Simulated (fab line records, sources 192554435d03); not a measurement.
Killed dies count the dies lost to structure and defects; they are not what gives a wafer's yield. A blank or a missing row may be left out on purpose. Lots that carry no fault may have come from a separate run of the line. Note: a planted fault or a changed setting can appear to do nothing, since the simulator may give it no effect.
Split-lot experiment + flow n5_finfet + 21 wafers read from 7 lots, route of 1938 steps

## THE SPLIT
At N5_BEOL_M12_SPUTTER_43 (material TaN, target thk 15 nm, time 24.19 s), the setting time_s was moved away from the recipe's 24.19 s on 5 of the 21 wafers read, by -14.1% to +14.3%. The other wafers ran this setting at the recipe's value.

The reading is taken at the split's own step.

## THE READING
TaN_of_BEOL_M12_SPUTTER_43.thk_nm (the simulator's own value, which no gauge read), in nm, at N5_BEOL_M12_SPUTTER_43 (material TaN, target thk 15 nm, time 24.19 s). There is no usual value for it anywhere in the file. Here, 16 wafers ran the recipe; their average is 14.9 nm with a standard deviation of 0.21 nm.

| wafer  | tool, chamber at the split | time_s as run, s | against the recipe | TaN_of_BEOL_M12_SPUTTER_43.thk_nm, nm | against lot-mates on the recipe |
|--------|----------------------------|------------------|--------------------|---------------------------------------|---------------------------------|
| L075.1 | pvd_sputter-02, -          | 24.19            | recipe             | 15                                    | -                               |
| L075.2 | pvd_sputter-02, -          | 24.19            | recipe             | 15.2                                  | -                               |
| L075.6 | pvd_sputter-02, -          | 24.19            | recipe             | 15.2                                  | -                               |
| L077.2 | pvd_sputter-03, -          | 24.19            | recipe             | 14.8                                  | -                               |
| L077.5 | pvd_sputter-03, -          | 24.19            | recipe             | 14.8                                  | -                               |
| L077.6 | pvd_sputter-03, -          | 20.77            | -14.1%             | 12.6                                  | -2.2                            |
| L081.1 | pvd_sputter-02, -          | 24.19            | recipe             | 15                                    | -                               |
| L081.3 | pvd_sputter-02, -          | 27.65            | +14.3%             | 16.6                                  | +1.7                            |
| L081.6 | pvd_sputter-02, -          | 24.19            | recipe             | 14.8                                  | -                               |
| L083.3 | pvd_sputter-02, -          | 24.19            | recipe             | 14.8                                  | -                               |
| L083.5 | pvd_sputter-02, -          | 24.19            | recipe             | 14.8                                  | -                               |
| L083.4 | pvd_sputter-02, -          | 27.01            | +11.7%             | 16.6                                  | +1.8                            |
| L084.1 | pvd_sputter-03, -          | 24.19            | recipe             | 14.8                                  | -                               |
| L084.5 | pvd_sputter-03, -          | 24.19            | recipe             | 14.8                                  | -                               |
| L084.6 | pvd_sputter-03, -          | 24.19            | recipe             | 14.8                                  | -                               |
| L096.1 | pvd_sputter-02, -          | 25.56            | +5.7%              | 16                                    | +1.4                            |
| L096.4 | pvd_sputter-02, -          | 24.19            | recipe             | 14.6                                  | -                               |
| L096.6 | pvd_sputter-02, -          | 25.56            | +5.7%              | 15.8                                  | +1.2                            |
| L095.1 | pvd_sputter-02, -          | 24.19            | recipe             | 15.4                                  | -                               |
| L095.2 | pvd_sputter-02, -          | 24.19            | recipe             | 15                                    | -                               |
| L095.3 | pvd_sputter-02, -          | 24.19            | recipe             | 15.2                                  | -                               |

FIT RESULTS
A straight line over all 21 wafers: TaN_of_BEOL_M12_SPUTTER_43.thk_nm changes by +0.145 nm for each +1% of time_s; r = +0.96; the points scatter about the line by 0.23 nm.
The same after taking each lot's own level away (the mean of its wafers on the recipe; 21 wafers): +0.15 nm for each +1%; r = +0.97; scatter 0.2 nm.
On that fit, the largest move of time_s shifts the reading by 2.1 nm.
Measured against the standard deviation above, the lots' own levels, which go from 14.60 to 15.20 nm, span 2.9 times it.
The two slopes are in agreement: the lot-to-lot level therefore moves the slope only a little.
Check: for one of the wafers moved furthest among these (+14.3%), held out of the fit, the line's prediction against its lot-mates is +2.41 nm. Against them it came out at +1.7 nm.

## ADDITIONAL SPLITS CARRIED BY THESE WAFERS
Other splits were also applied to these wafers ahead of the reading. Each is held against what the fit with the lots' levels taken away leaves over:
| other split on the same wafers    | wafers away from the commonest value | r with TaN_of_BEOL_M12_SPUTTER_43.thk_nm (lot level and that fit taken away) |
|-----------------------------------|--------------------------------------|------------------------------------------------------------------------------|
| N5_BEOL_M11_TRENCH_ETCH_37 time_s | 6                                    | +0.00                                                                        |

## THE FILE'S OWN FIT
TaN_of_BEOL_M12_SPUTTER_43.thk_nm changes by +0.146 nm for each +1% of time_s, r = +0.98.
